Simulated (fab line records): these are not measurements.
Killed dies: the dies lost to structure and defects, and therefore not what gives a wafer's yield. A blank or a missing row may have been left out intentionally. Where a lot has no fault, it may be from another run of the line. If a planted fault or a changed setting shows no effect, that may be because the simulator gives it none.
fab line records ; flow n5_finfet
[record] lots = 8; wafers = 23; last_day = 19
route steps=1938 shown BEOL_M4@1111 BEOL_M9@1405 PASSIVATION@1936
lots untouched by any fault: they come from a run of this same line in which no faults occurred
start_h: the number of hours between the record's first day and the start of the first shown wafer of the lot ; wait_h: hours from the lot's prior step to this one ; " identical to the entry in the row above ; L1.1+2: one row covering several wafers at once ; - value missing, or start not given ; * or withheld: withheld ; < > ~ a bound
route shown NAME@n: NAME is a module with steps in the file, n the number in the route of the first one ; usual: average and standard deviation across the fault-free wafers ; same: alike in all rows ; chamber/n: place in a boat ; sites: readings site by site ; _std_site: standard deviation of those values ; _edge_site: the outer-site mean with the inner-site mean subtracted ; radius_mm: for every site, how far away it sits from the centre of the wafer ; mask NAME#n: copy n ; behind: the last tool/chamber to shape the wafer ; hold: why the lot went on hold/how many hours it stayed there/how the hold came to an end ; device: transistor that didn't switch, given as n, p or np ; end of line: the route-end tests of the same wafers ; a step without rows: its recipe alone ; killed: at the first sort, the dies lost to defects and structure; wafer yield is something else ; map: the dies of a wafer, with x for killed, . for not killed, _ for no die there
set.NAME: the setting the step ran with; set.NAME@STEP: the setting that earlier step ran with ; model.NAME: the simulator's own value behind a step, which no gauge read
steps of the route over a sample of lots; a table a step, a row a wafer
services: the hour from which a tool's chamber was out of use, counted from the record's first day as start_h (under 0 if before that day), plus the number of hours and why
[[steps]]
[step N5_BEOL_M4_RC_MEAS_101]
[usual] DIBL_N = 36.5/1.9; DIBL_P = 36.7/2.1; IOFF_N = 0.17/0.035; IOFF_P = 0.22/0.042; ION_N = 676/10; ION_P = 462/8.1; SS_N = 71.5/0.72; SS_P = 73.4/0.7; VT_N = 249/3.1; VT_P = -250/3.9
lot.wafer;tool;chamber;start_h;wait_h;DIBL_N[mV/V];DIBL_P[mV/V];IOFF_N[nA/um];IOFF_P[nA/um];ION_N[uA/um];ION_P[uA/um];SS_N[mV/dec];SS_P[mV/dec];VT_N[mV];VT_P[mV]
L224.1;prober-01;0;178.29;0.0;36.3;35.7;0.14;0.21;661;463;71.8;73.8;254;-250
L224.4;prober-01;0;178.29;0.0;37.0;36.7;0.15;0.22;686;474;72.2;73.3;251;-247
L224.6;prober-01;0;178.29;0.0;40.5;41.0;0.23;0.31;699;475;72.5;74.9;247;-246
L222.2;prober-02;0;180.98;0.2;38.3;40.1;0.21;0.31;678;466;72.6;74.4;250;-246
L222.4;prober-02;0;180.98;0.2;38.4;40.2;0.22;0.31;695;481;71.9;74.1;245;-244
L222.6;prober-02;0;180.98;0.2;36.6;36.9;0.18;0.25;681;471;72.8;73.3;249;-246
L223.1;prober-01;0;181.00;0.0;35.3;36.5;0.14;0.18;674;456;71.3;74.1;251;-257
L223.4;prober-01;0;181.00;0.0;35.1;36.3;0.14;0.17;673;456;72.2;72.9;249;-256
L223.6;prober-01;0;181.00;0.0;35.1;36.6;0.15;0.18;679;458;71.7;73.7;249;-257
L233.1;prober-01;0;258.96;0.0;38.2;37.8;0.21;0.24;696;466;72.2;73.7;245;-250
L233.3;prober-01;0;258.96;0.0;37.7;37.3;0.21;0.22;678;458;72.4;73.5;247;-251
L233.5;prober-01;0;258.96;0.0;40.6;40.3;0.29;0.29;693;461;73.2;75.0;242;-248
L238.5;prober-02;0;280.17;0.6;37.1;37.9;0.20;0.31;698;489;71.0;74.6;245;-242
L238.6;prober-02;0;280.17;0.6;35.9;35.3;0.16;0.25;681;477;70.9;74.0;250;-244
L240.2;prober-01;0;298.20;0.2;34.7;37.2;0.13;0.22;663;463;71.5;73.4;254;-249
L240.3;prober-01;0;298.20;0.2;34.3;35.7;0.13;0.21;666;461;70.9;73.4;254;-249
L240.4;prober-01;0;298.20;0.2;37.2;39.5;0.18;0.26;687;471;72.2;73.7;249;-247
L243.1;prober-02;0;324.73;0.0;36.1;34.6;0.13;0.18;657;454;71.0;72.7;252;-253
L243.2;prober-02;0;324.73;0.0;35.7;35.6;0.14;0.19;662;455;71.3;73.0;252;-253
L243.5;prober-02;0;324.73;0.0;38.8;38.9;0.19;0.25;676;463;71.8;73.1;246;-247
L244.3;prober-01;0;348.43;0.3;35.8;36.4;0.18;0.24;683;470;71.4;73.4;247;-247
L244.4;prober-01;0;348.43;0.3;37.7;38.7;0.19;0.26;674;460;72.8;73.5;246;-248
L244.5;prober-01;0;348.43;0.3;35.5;36.3;0.16;0.23;682;472;71.3;73.2;249;-247
[step N5_BEOL_M9_HM_DEP_02]
[recipe] material = TiN; target_thk_a = 200; temp_c = 25; chamber_pressure_pa = 0.49996
[usual] throttle_valve_pct = 29.8/1.1
lot.wafer;tool;chamber;start_h;wait_h;throttle_valve_pct
L223.1;pvd_sputter-03;-;224.09;0.4;30.9
L223.4;pvd_sputter-03;-;224.09;0.4;28.4
L223.6;pvd_sputter-03;-;224.09;0.4;31.1
L224.1;pvd_sputter-02;-;225.95;2.1;29.6
L224.4;pvd_sputter-02;-;225.95;2.1;29.1
L224.6;pvd_sputter-02;-;225.95;2.1;29.6
L222.2;pvd_sputter-02;-;238.00;2.7;29.2
L222.4;pvd_sputter-02;-;238.00;2.7;31.6
L222.6;pvd_sputter-02;-;238.00;2.7;31.5
L233.1;pvd_sputter-02;-;307.38;0.1;31.6
L233.3;pvd_sputter-02;-;307.38;0.1;29.8
L233.5;pvd_sputter-02;-;307.38;0.1;30.0
L238.5;pvd_sputter-02;-;319.63;1.1;29.4
L238.6;pvd_sputter-02;-;319.63;1.1;29.7
L240.2;pvd_sputter-03;-;344.27;0.5;31.0
L240.3;pvd_sputter-03;-;344.27;0.5;29.8
L240.4;pvd_sputter-03;-;344.27;0.5;28.5
L243.1;pvd_sputter-03;-;362.44;0.9;30.3
L243.2;pvd_sputter-03;-;362.44;0.9;28.4
L243.5;pvd_sputter-03;-;362.44;0.9;30.4
L244.3;pvd_sputter-01;-;382.20;2.8;29.9
L244.4;pvd_sputter-01;-;382.20;2.8;27.1
L244.5;pvd_sputter-01;-;382.20;2.8;30.2
[step N5_BEOL_M9_ETCH_61]
[recipe] chemistry = CF4; target = SiARC; target_depth_a = 390; mask_material = CAR-ArF; time_s = 65; ion_energy_ev = 80; pressure_mtorr = 40; source_w = 545; bias_w = 36; Ar_flow_sccm = 100; cf4_flow_sccm = 100; ends = cleared
[usual] drypump_motor_current_A = 5.5/0.52; etch_rf_on_time_s = 65.0/1.3; oes_product_au = 0.66/0.071; rf_vpp_V = 184.2/1.2; showerhead_plenum_p_Torr = 2.15/0.079; throttle_valve_pct = 15.73/0.22
lot.wafer;tool;chamber;start_h;wait_h;drypump_motor_current_A;etch_rf_on_time_s;oes_product_au;rf_hours_counter_h;rf_vpp_V;showerhead_plenum_p_Torr;throttle_valve_pct
L223.1;rie_diel-03;3;224.71;0.0;6.3;64.2;0.79;18;184.1;2.11;15.72
L223.4;rie_diel-03;3;224.71;0.0;6.3;64.7;0.80;-;183.7;2.11;15.70
L223.6;rie_diel-03;1;224.71;0.0;6.1;65.5;0.60;-;183.8;2.14;15.87
L224.1;rie_diel-05;0;227.12;0.0;5.8;65.0;0.70;79;185.0;2.26;15.56
L224.4;rie_diel-05;1;227.12;0.0;5.6;63.5;0.71;69;186.0;2.27;15.82
L224.6;rie_diel-05;2;227.12;0.0;5.0;64.3;0.78;-;185.6;2.27;15.66
L222.2;rie_diel-04;1;238.62;0.0;4.9;66.0;0.63;173;185.4;2.22;16.04
L222.4;rie_diel-04;2;238.62;0.0;5.1;64.1;0.61;207;183.2;2.05;15.76
L222.6;rie_diel-04;2;238.62;0.0;5.1;63.8;0.61;-;181.3;2.05;15.74
L233.1;rie_diel-05;3;307.99;0.0;6.1;65.7;0.71;67;183.2;2.09;15.37
L233.3;rie_diel-05;0;307.99;0.0;5.8;64.9;0.68;102;185.0;2.25;15.59
L233.5;rie_diel-05;0;307.99;0.0;5.8;64.8;0.67;-;185.3;2.25;15.62
L238.5;rie_diel-03;1;320.23;0.0;6.0;66.1;0.59;-;185.3;2.13;15.93
L238.6;rie_diel-03;0;320.23;0.0;4.9;65.5;0.62;-;182.8;2.03;15.93
L240.2;rie_diel-05;0;344.89;0.0;5.8;64.8;0.67;113;186.0;2.24;15.63
L240.3;rie_diel-05;1;344.89;0.0;5.6;64.3;0.68;103;184.0;2.26;15.88
L240.4;rie_diel-05;2;344.89;0.0;5.0;64.7;0.74;60;185.1;2.26;15.70
L243.1;rie_diel-04;0;363.18;0.0;5.3;65.4;0.60;209;183.7;2.12;15.53
L243.2;rie_diel-04;2;363.18;0.0;5.1;63.9;0.59;247;181.4;2.03;15.83
L243.5;rie_diel-04;2;363.18;0.0;5.1;63.6;0.59;-;182.3;2.03;15.84
L244.3;rie_diel-04;3;382.82;0.0;4.9;66.6;0.60;218;185.7;2.19;15.83
L244.4;rie_diel-04;3;382.82;0.0;4.9;65.9;0.60;-;184.7;2.19;15.83
L244.5;rie_diel-04;1;382.82;0.0;4.9;66.9;0.59;-;185.0;2.21;16.12
[step N5_BEOL_M9_DESCUM_33]
[recipe] chemistry = O2; time_s = 7; source_power_w = 50; bias_power_w = 20; pressure_mtorr = 20; rf_frequency_hz = 2.712e+07; temp_c = 40; resist = CAR-EUV; o2_flow_sccm = 225
[usual] drypump_motor_current_A = 5.5/0.5; oes_product_au = 0.79/0.084; rf_vpp_V = 243.6/1.5; showerhead_plenum_p_Torr = 2.12/0.081; throttle_valve_pct = 20.53/0.21
lot.wafer;tool;chamber;start_h;wait_h;drypump_motor_current_A;oes_product_au;rf_hours_counter_h;rf_vpp_V;showerhead_plenum_p_Torr;throttle_valve_pct
L223.1;rie_diel-05;1;225.85;0.1;5.6;0.82;68;244.7;2.22;20.63
L223.4;rie_diel-05;0;225.85;0.1;5.8;0.82;78;245.3;2.23;20.47
L223.6;rie_diel-05;0;225.85;0.1;5.8;0.82;-;244.8;2.23;20.48
L224.1;rie_diel-05;1;228.81;0.0;5.6;0.83;70;243.3;2.22;20.63
L224.4;rie_diel-05;0;228.81;0.0;5.8;0.83;80;245.7;2.23;20.48
L224.6;rie_diel-05;3;228.81;0.0;6.1;0.87;-;242.3;2.05;20.24
L222.2;rie_diel-05;2;239.57;0.1;5.0;0.91;30;246.7;2.23;20.57
L222.4;rie_diel-05;0;239.57;0.1;5.8;0.82;82;244.3;2.23;20.48
L222.6;rie_diel-05;2;239.57;0.1;5.0;0.91;-;244.1;2.23;20.55
L233.1;rie_diel-05;1;309.63;0.0;5.6;0.79;93;244.9;2.21;20.67
L233.3;rie_diel-05;0;309.63;0.0;5.8;0.80;103;246.5;2.22;20.50
L233.5;rie_diel-05;2;309.63;0.0;5.1;0.88;-;245.3;2.22;20.61
L238.5;rie_diel-04;2;323.19;0.0;5.0;0.68;-;241.6;1.98;20.50
L238.6;rie_diel-04;1;323.19;0.0;4.9;0.72;-;244.4;2.13;20.73
L240.2;rie_diel-03;2;347.44;0.1;6.1;0.89;35;245.1;2.14;20.12
L240.3;rie_diel-03;1;347.44;0.1;6.0;0.68;215;243.8;2.08;20.73
L240.4;rie_diel-03;3;347.44;0.1;6.3;0.87;56;242.6;2.05;20.70
L243.1;rie_diel-04;0;364.89;0.3;5.3;0.70;209;243.1;2.07;20.30
L243.2;rie_diel-04;3;364.89;0.3;4.9;0.72;213;244.9;2.13;20.54
L243.5;rie_diel-04;3;364.89;0.3;4.9;0.72;-;244.6;2.13;20.54
L244.3;rie_diel-04;1;385.04;0.2;4.9;0.70;216;243.3;2.13;20.76
L244.4;rie_diel-04;1;385.04;0.2;4.9;0.71;-;243.6;2.13;20.76
L244.5;rie_diel-04;0;385.04;0.2;5.3;0.70;-;242.8;2.07;20.33
[step N5_BEOL_M9_VIA_ETCH_34]
[recipe] chemistry = C4F6/O2; target = SiCOH_lowk; target_depth_a = 1824; mask_material = SOC; taper_deg = 4; time_s = 68.4; ion_energy_ev = 250; pressure_mtorr = 30; source_w = 345; bias_w = 185; Ar_flow_sccm = 300; C4F6_flow_sccm = 10; O2_flow_sccm = 10
[usual] drypump_motor_current_A = 5.5/0.5; oes_f_703_au = 0.78/0.08; oes_product_au = 0.78/0.086; rf_vpp_V = 669/10; showerhead_plenum_p_Torr = 2.87/0.1; throttle_valve_pct = 20.98/0.27
lot.wafer;tool;chamber;start_h;wait_h;drypump_motor_current_A;oes_f_703_au;oes_product_au;rf_hours_counter_h;rf_vpp_V;showerhead_plenum_p_Torr;throttle_valve_pct
L223.1;rie_diel-05;1;226.03;0.0;5.6;0.84;0.83;68;673;3.01;21.11
L223.4;rie_diel-05;0;226.03;0.0;5.8;0.83;0.82;78;655;2.98;20.75
L223.6;rie_diel-05;0;226.03;0.0;5.8;0.82;0.83;-;654;2.98;20.74
L224.1;rie_diel-05;1;228.99;0.0;5.6;0.84;0.84;70;673;3.01;21.12
L224.4;rie_diel-05;0;228.99;0.0;5.8;0.82;0.82;80;656;2.98;20.74
L224.6;rie_diel-05;3;228.99;0.0;6.1;0.83;0.85;-;666;2.77;20.59
L222.2;rie_diel-05;2;239.75;0.0;5.0;0.89;0.92;30;679;3.00;20.99
L222.4;rie_diel-05;0;239.75;0.0;5.8;0.82;0.82;82;655;2.98;20.76
L222.6;rie_diel-05;2;239.75;0.0;5.0;0.90;0.91;-;676;3.01;20.98
L233.1;rie_diel-05;1;309.81;0.0;5.6;0.82;0.29;93;673;3.00;21.01
L233.3;rie_diel-05;0;309.81;0.0;5.8;0.80;0.80;103;655;2.97;20.78
L233.5;rie_diel-05;2;309.81;0.0;5.0;0.86;0.32;-;677;3.00;20.84
L238.5;rie_diel-04;2;323.38;0.0;5.1;0.70;0.26;-;651;2.70;20.82
L238.6;rie_diel-04;1;323.38;0.0;5.0;0.69;0.71;-;674;2.95;21.44
L240.2;rie_diel-03;2;347.62;0.0;6.2;0.88;0.89;35;682;2.89;20.54
L240.3;rie_diel-03;1;347.62;0.0;6.0;0.68;0.67;215;658;2.81;21.14
L240.4;rie_diel-03;3;347.62;0.0;6.3;0.86;0.87;56;655;2.81;21.29
L243.1;rie_diel-04;0;365.07;0.0;5.3;0.69;0.69;209;677;2.81;20.68
L243.2;rie_diel-04;3;365.07;0.0;5.0;0.68;0.71;213;679;2.91;21.07
L243.5;rie_diel-04;3;365.07;0.0;4.9;0.68;0.71;-;678;2.91;21.06
L244.3;rie_diel-04;1;385.22;0.0;4.9;0.68;0.69;216;675;2.94;21.46
L244.4;rie_diel-04;1;385.22;0.0;4.9;0.69;0.70;-;674;2.94;21.44
L244.5;rie_diel-04;0;385.22;0.0;5.3;0.69;0.69;-;677;2.81;20.69
[step N5_BEOL_M9_OCD_MEAS_38]
[usual] trench_depth_nm = 151.3/2.9
lot.wafer;tool;chamber;start_h;wait_h;trench_depth_nm
L223.1;ocd-01;-;226.30;-;155.5
L223.4;ocd-01;-;226.30;-;152.4
L223.6;ocd-01;-;226.30;-;152.7
L224.1;ocd-01;-;229.27;-;154.0
L224.4;ocd-01;-;229.27;-;151.7
L224.6;ocd-01;-;229.27;-;151.4
L222.2;ocd-01;-;240.03;-;154.9
L222.4;ocd-01;-;240.03;-;152.6
L222.6;ocd-01;-;240.03;-;155.2
L233.1;ocd-02;-;310.09;-;-
L233.3;ocd-02;-;310.09;-;150.4
L233.5;ocd-02;-;310.09;-;-
L238.5;ocd-02;-;323.64;-;-
L238.6;ocd-02;-;323.64;-;147.1
L240.2;ocd-02;-;347.90;-;158.4
L240.3;ocd-02;-;347.90;-;146.9
L240.4;ocd-02;-;347.90;-;152.3
L243.1;ocd-01;-;365.35;-;149.4
L243.2;ocd-01;-;365.35;-;149.9
L243.5;ocd-01;-;365.35;-;150.1
L244.3;ocd-01;-;385.50;-;147.4
L244.4;ocd-01;-;385.50;-;147.5
L244.5;ocd-01;-;385.50;-;150.2
[step N5_BEOL_M9_CD_MEAS_35]
[recipe] target_cd_nm = 70; target_cd_y_nm = 40; polarity = opening
[usual] cd_nm = 70.2/0.69
lot.wafer;tool;chamber;start_h;wait_h;cd_nm
L223.1;cd_sem-02;-;226.46;0.0;70.4
L223.4;cd_sem-02;-;226.46;0.0;69.4
L223.6;cd_sem-02;-;226.46;0.0;69.5
L224.1;cd_sem-01;-;229.42;0.0;70.8
L224.4;cd_sem-01;-;229.42;0.0;70.5
L224.6;cd_sem-01;-;229.42;0.0;71.1
L222.2;cd_sem-03;-;240.18;0.0;70.0
L222.4;cd_sem-03;-;240.18;0.0;70.1
L222.6;cd_sem-03;-;240.18;0.0;70.4
L233.1;cd_sem-01;-;310.24;0.0;-
L233.3;cd_sem-01;-;310.24;0.0;70.5
L233.5;cd_sem-01;-;310.24;0.0;-
L238.5;cd_sem-02;-;323.79;0.0;-
L238.6;cd_sem-02;-;323.79;0.0;70.2
L240.2;cd_sem-02;-;348.05;0.0;70.4
L240.3;cd_sem-02;-;348.05;0.0;70.1
L240.4;cd_sem-02;-;348.05;0.0;70.6
L243.1;cd_sem-03;-;365.50;0.0;68.9
L243.2;cd_sem-03;-;365.50;0.0;69.8
L243.5;cd_sem-03;-;365.50;0.0;69.3
L244.3;cd_sem-02;-;385.66;0.0;69.6
L244.4;cd_sem-02;-;385.66;0.0;70.0
L244.5;cd_sem-02;-;385.66;0.0;69.9
[step N5_BEOL_M9_SPUTTER_48]
[recipe] material = Cu; target_thk_a = 120; temp_c = -20; bias_v = 60; power_w = 26000; chamber_pressure_pa = 0.13; time_s = 2
[usual] chuck_gas_flow_sccm = 1.25/0.052; throttle_valve_pct = 29.6/1.2
lot.wafer;tool;chamber;start_h;wait_h;chuck_gas_flow_sccm;throttle_valve_pct
L223.1;pvd_sputter-02;-;229.26;1.5;1.24;29.3
L223.4;pvd_sputter-02;-;229.26;1.5;1.21;31.6
L223.6;pvd_sputter-02;-;229.26;1.5;1.31;29.8
L224.1;pvd_sputter-01;-;232.40;1.9;1.19;29.8
L224.4;pvd_sputter-01;-;232.40;1.9;1.29;30.3
L224.6;pvd_sputter-01;-;232.40;1.9;1.22;30.2
L222.2;pvd_sputter-03;-;243.51;0.7;1.22;28.3
L222.4;pvd_sputter-03;-;243.51;0.7;1.19;30.9
L222.6;pvd_sputter-03;-;243.51;0.7;1.24;31.1
L233.1;pvd_sputter-01;-;311.71;0.1;1.15;30.0
L233.3;pvd_sputter-01;-;311.71;0.1;1.31;30.1
L233.5;pvd_sputter-01;-;311.71;0.1;1.31;30.1
L238.5;pvd_sputter-03;-;325.30;0.1;1.28;30.1
L238.6;pvd_sputter-03;-;325.30;0.1;1.29;29.0
L240.2;pvd_sputter-01;-;350.72;0.1;1.22;29.8
L240.3;pvd_sputter-01;-;350.72;0.1;1.23;30.1
L240.4;pvd_sputter-01;-;350.72;0.1;1.20;30.2
L243.1;pvd_sputter-03;-;366.90;0.1;1.24;30.9
L243.2;pvd_sputter-03;-;366.90;0.1;1.27;28.3
L243.5;pvd_sputter-03;-;366.90;0.1;1.33;29.0
L244.3;pvd_sputter-01;-;387.49;0.5;1.25;30.1
L244.4;pvd_sputter-01;-;387.49;0.5;1.19;29.6
L244.5;pvd_sputter-01;-;387.49;0.5;1.36;30.0
[step N5_PASSIVATION_PROBE_49]
[usual] defect_limited_yield = 91.4/1.5; killed_at_M0_to_M3 = 35/12; killed_at_M4_up = 13/5.8; killed_at_contacts = 12/5.5; killed_at_front_end = 36/9.9; killed_at_other = 4/3.7; killed_dies = 101/18; killed_on_rim = 13/4.1; killed_open = 66/13; killed_short = 33/8; sort_bin_5_function = 5.0/1; sort_bin_6_memory = 3.2/0.67; sort_n_pass = 1079/18; sort_yield_pct = 91.4/1.5
[same] gross_dies = 1180; killed_at_back_side = 0; sort_bin_4_leakage[%] = 0; sort_bin_8_speed[%] = 0
lot.wafer;tool;chamber;start_h;wait_h;defect_limited_yield[%];killed_at_M0_to_M3;killed_at_M4_up;killed_at_contacts;killed_at_front_end;killed_at_other;killed_dies;killed_on_rim;killed_open;killed_short;sort_bin_5_function[%];sort_bin_6_memory[%];sort_n_pass;sort_yield_pct[%]
L233.1;prober-01;-;368.84;0.0;0;26;1115;7;31;1;1180;152;51;25;98.0;1.9;0;0
L233.3;prober-01;-;368.94;0.1;93.6;21;15;4;32;4;76;9;56;20;3.8;2.2;1104;93.6
L233.5;prober-01;-;369.04;0.2;0;29;1102;5;41;3;1180;152;59;28;97.0;2.8;0;0
L238.5;prober-01;-;380.81;0.2;0;50;1079;17;27;7;1180;152;85;33;96.3;3.6;0;0
L238.6;prober-01;-;380.86;0.3;87.7;60;17;34;26;8;145;16;88;53;7.1;4.7;1035;87.7
// killed by level:class
L233.1 BEOL_M9:area_open=1102 MOL_CONTACT_COAG:geometric_particle:open=7 BEOL_M0_SAQP:geometric_particle:open=7 BEOL_M1:geometric_particle:open=7 SPACER0:geometric_particle:short=6 GATE_CUT:geometric_particle:short=4 STARTING-WAFER:geometric_particle:open=4 STI_FIN_REVEAL:geometric_particle:open=3
L233.3 BEOL_M3:geometric_particle:open=9 STARTING-WAFER:geometric_particle:short=5 SPACER0:geometric_particle:short=4 SPACER0:geometric_particle:open=4 GATE_CUT:geometric_particle:open=4 BEOL_M0:geometric_particle:open=4 BEOL_M2:geometric_particle:open=4 BEOL_M8:geometric_particle:open=4
L233.5 BEOL_M9:area_open=1093 BEOL_M0_SAQP:geometric_particle:open=9 BEOL_M1:geometric_particle:open=6 BEOL_M2:geometric_particle:open=6 FIN_SAQP:geometric_particle:short=5 DUMMY_GATE:geometric_particle:open=5 SPACER0:geometric_particle:open=5 GATE_CUT:geometric_particle:short=4
L238.5 BEOL_M9:area_open=1062 MOL_CONTACT_COAG:geometric_particle:open=16 BEOL_M2:geometric_particle:open=13 BEOL_M0_SAQP:geometric_particle:open=12 FIN_SAQP:geometric_particle:open=8 BEOL_M4:geometric_particle:open=8 BEOL_M3:geometric_particle:open=7 BEOL_M1:geometric_particle:short=5
L238.6 MOL_CONTACT_COAG:geometric_particle:open=26 BEOL_M1:geometric_particle:short=14 BEOL_M2:geometric_particle:open=10 GATE_CUT:geometric_particle:short=10 BEOL_M0_SAQP:geometric_particle:open=9 BEOL_M4:geometric_particle:open=9 MOL_CONTACT_COAG:geometric_particle:short=7 BEOL_M0_SAQP:geometric_particle:short=7
[[services]]
tool;chamber;start_h;hours;kind
rie_diel-04;3;200.90;12.8;repair
rie_diel-04;2;216.19;9.9;repair
rie_diel-03;2;216.52;-;clean
rie_diel-03;2;216.52;-;consumable_replace:focus_ring
rie_diel-03;2;216.52;17.4;scheduled_down
rie_diel-03;2;216.52;17.4;vent_cycle
rie_diel-05;3;251.62;3.5;repair
rie_diel-03;-;253.91;0.7;repair
rie_diel-04;3;309.13;11.7;repair
rie_diel-04;1;326.22;4.5;repair
rie_diel-04;3;358.52;5.5;repair
rie_diel-04;2;371.62;-;clean
rie_diel-04;2;371.62;-;consumable_replace:focus_ring
rie_diel-04;2;371.62;-;consumable_replace:showerhead
rie_diel-04;2;371.62;24.5;scheduled_down
rie_diel-04;2;371.62;24.5;vent_cycle
[[key]]
[first_sign] step = N5_BEOL_M9_VIA_ETCH_34; reading = oes_product_au; direction = down; sigmas = 5.8; usual = 0.78; struck = 0.29
[effect] step = N5_BEOL_M9_OCD_MEAS_38; reading = trench_depth_nm; direction = missing
[effect] step = N5_BEOL_M9_CD_MEAS_35; reading = cd_nm; direction = missing
[effect] step = N5_PASSIVATION_PROBE_49; reading = killed_at_M4_up; direction = up; sigmas = 99+; usual = 13; struck = 1099
[more_kills_born_at] N5_BEOL_M9_HM_OPEN_17@rie_metal-01 = 3257
met_at N5_BEOL_M9_HM_DEP_02
struck_lots L233,L238
struck_wafers L233.1,L233.5,L238.5
later_rows_left_out L233.1,L233.5,L238.5
not_acting_at N5_BEOL_M9_ETCH_61,N5_BEOL_M9_DESCUM_33,N5_BEOL_M9_SPUTTER_48
onset_between 238.00 307.38
[fault] kind = process_parameter_drift; tool = pvd_sputter-02; chamber = -; onset_h = 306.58; steps = N5_BEOL_M9_HM_DEP_02; channel = target_thk_a; offset = *; shape = step; end_h = 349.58; scope = struck_wafers_only; acts_in = *; stated = *
// later_rows_left_out: the simulator's readings of these wafers behind a module that went badly wrong aren't trusted and aren't shown, but for the sort
